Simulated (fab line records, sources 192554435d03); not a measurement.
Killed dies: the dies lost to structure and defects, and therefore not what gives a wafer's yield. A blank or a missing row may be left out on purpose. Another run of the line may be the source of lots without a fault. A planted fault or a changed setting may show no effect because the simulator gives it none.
Struck lot and sound lot, side by side | flow n5Finfet | 34 steps out of a route of 1938
Sound: the wafers L961.3, L961.5, L961.6. Struck: wafers L965.1, L965.3, L965.5. The cause is given at the end.
Per side, at each step with rows, come the tool, then ch with its chambers, and then its first start. Under that, the readings that differ: sound wafers | struck wafers | difference of the means | sigmas: that difference in standard deviations of wafers without a fault.
alike: readings whose means differ by less than 2 such deviations, and words and numbers that are the same on both sides. not compared: withheld readings, readings that some wafer has no value for, bounds like >300 that may hide the same value, and numbers for which the record gives no deviation and whose values overlap.
The two part at a step that has a row with sigmas, a row that says differs or no value, or rows on one side only. Numbers that have no deviation but don't overlap get no sigmas and don't part them. A reading missing from all wafers of one side parts the sides only when that side holds two or more wafers.

first, 11 steps without rows for these wafers: N5_BEOL_M14_STRIP_69 (strips in N2/H2); N5_BEOL_M14_TRENCH_ETCH_34 (etches SiO2 in C4F8/O2/Ar, target depth 556.65 nm, time 126.9 s); N5_BEOL_M14_STRIP_70 (strips in C4F8/O2/Ar); N5_BEOL_M14_STRIP_37 (strips in O2); N5_BEOL_M14_ETCH_38 (etches SiCN in CF4/N2, target depth 106.5 nm, time 120.6 s); N5_BEOL_M14_PRECLEAN_39 (cleans in residue remover, time 60 s); N5_BEOL_M14_SRD_40 (time 30 s, dry time 30 s); N5_BEOL_M14_DEGAS_41 (time 60 s); N5_BEOL_M14_PRE_CLEAN_42 (time 30 s); N5_BEOL_M14_SPUTTER_43 (material TaN, target thk 15 nm, time 24.19 s); N5_BEOL_M14_SPUTTER_44 (material Ta, target thk 15 nm, time 24.19 s).
N5_BEOL_M14_SPUTTER_45: material Cu, target thk 100 nm, time 16.67 s.
  sound on pvdSputter-01, day 13 14:55; struck on pvdSputter-02, day 14 08:19
  alike: throttleValvePct
then, 21 steps without rows for these wafers: N5_BEOL_M14_ECD_47 (material Cu, target thk 1248 nm); N5_BEOL_M14_ANNEAL_48 (time 90 s); N5_BEOL_M14_CMP_49 (polishes, stops on SiO2, t overpolish 5.2 s, target thk 560 nm); N5_BEOL_M14_PRE_CLEAN_52 (time 15 s); N5_BEOL_M14_DEP_53 (deposits SiCN from 3MS/NH3, target thk 50 nm, time 17.8 s); N5_BEOL_M15_ILD_DEP_00 (deposits SiO2 from TEOS/O2, target thk 1629.3 nm, time 346.1 s); N5_BEOL_M15_COAT_58 (time 60 s, resist thk 89 nm); N5_BEOL_M15_COAT_04 (resist thk 800 nm); N5_BEOL_M15_EBR_06; N5_BEOL_M15_SOFTBAKE_05 (time 60 s); N5_BEOL_M15_EXPOSE_07 (exposes mask V14); N5_BEOL_M15_PEB_08 (peb time 90 s); N5_BEOL_M15_DEVELOP_09 (develop time 45 s); N5_BEOL_M15_HARDBAKE_14 (time 120 s); N5_BEOL_M15_DESCUM_15 (chemistry O2, time 7.9 s); N5_BEOL_M15_ETCH_59 (etches BARC in N2/H2, target depth 89 nm, overetch 26.7 nm, time 67.9 s); N5_BEOL_M15_VIA_ETCH_16 (etches SiO2 in C4F8/O2/Ar, target depth 1792.2 nm); N5_BEOL_M15_STRIP_63 (strips in O2); N5_BEOL_M15_STRIP_64 (strips in O2); N5_BEOL_M15_STRIP_65 (strips in post etch residue remover, time 60 s); N5_BEOL_M15_SRD_66 (time 30 s, dry time 30 s).
N5_PASSIVATION_PROBE_49:
  sound on prober-01, day 14 11:09; struck on prober-01, day 15 08:42
reading                 | sound          | struck         | difference | sigmas
defectLimitedYield (%)  | 92.0 92.5 92.1 | 81.4 82.8 81.2 | -10.4      | -7
killed_at_M4_up         | 12 4 11        | 119 96 141     | +110       | +20
killedDies              | 94 89 93       | 220 203 222    | +123       | +8
killedOnRim             | 11 11 8        | 19 36 13       | +13        | +3
sort_bin_5_function (%) | 4.6 4.4 5.2    | 11.6 10.6 11.4 | +6.5       | +7
sort_bin_6_memory (%)   | 3.1 2.9 2.5    | 4.3 4.0 4.7    | +1.5       | +2
sortNPass               | 1086 1091 1087 | 960 977 958    | -123       | -8
sortYieldPct (%)        | 92.0 92.5 92.1 | 81.4 82.8 81.2 | -10.4      | -7
  alike: killed_at_M0_to_M3, killedAtContacts, killedAtFrontEnd, killedAtOther, killedOpen, killedShort

WHERE THEY PART
Only at N5_PASSIVATION_PROBE_49, as far as this record shows.

WHY: the cause the simulator had injected
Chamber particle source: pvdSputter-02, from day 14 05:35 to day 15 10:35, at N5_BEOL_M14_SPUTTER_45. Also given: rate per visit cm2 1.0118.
